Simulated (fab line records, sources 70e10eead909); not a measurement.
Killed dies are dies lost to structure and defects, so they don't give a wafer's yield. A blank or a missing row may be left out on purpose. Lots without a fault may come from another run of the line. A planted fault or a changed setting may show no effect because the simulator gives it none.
Chamber matching | flow nand_harc | NHARC_A_STAIRCASE_DESCUM_168 on rie_diel-10: 4 sister chambers
The step chemistry O2, time 3 s. 4 wafers are shown with their chamber, then 9 later ones without.

WAFERS WITH THEIR CHAMBER
wafer  | chamber | showerhead_plenum_p_Torr (Torr)
L083.5 | 1       | 2.07
L086.3 | 2       | 2.01
L086.5 | 3       | 1.98
L086.6 | 0       | 1.80

WAFERS WITHOUT THEIR CHAMBER
wafer  | showerhead_plenum_p_Torr (Torr)
L093.1 | 1.80
L093.4 | 1.98
L093.5 | 2.06
L092.2 | 2.06
L092.5 | 2.06
L092.6 | 2.01
L092.1 | 2.01
L092.3 | 1.80
L092.4 | 1.98

WHICH CHAMBER EACH WENT THROUGH
wafer  | from the rows above | in truth
L093.1 | 0                   | 0
L093.4 | 3                   | 3
L093.5 | 1                   | 1
L092.2 | 1                   | 1
L092.5 | 1                   | 1
L092.6 | 2                   | 2
L092.1 | 2                   | 2
L092.3 | 0                   | 0
L092.4 | 3                   | 3
Placed correctly: 9 of 9. Can't be placed from these rows: 0. Placed wrongly: 0.
How it was worked out, from the rows above alone: a wafer's distance from a chamber is the root of the sum, over the readings, of the square of ((its reading less the chamber's mean) divided by the reading's scatter). The wafer belongs to the nearest chamber; if the next one is less than 2 further off, it can't be placed. A chamber's mean is the mean of its shown wafers. The scatter: with one shown wafer a chamber, the root of the mean of the squares of how far each hidden wafer lies from its nearest shown one.
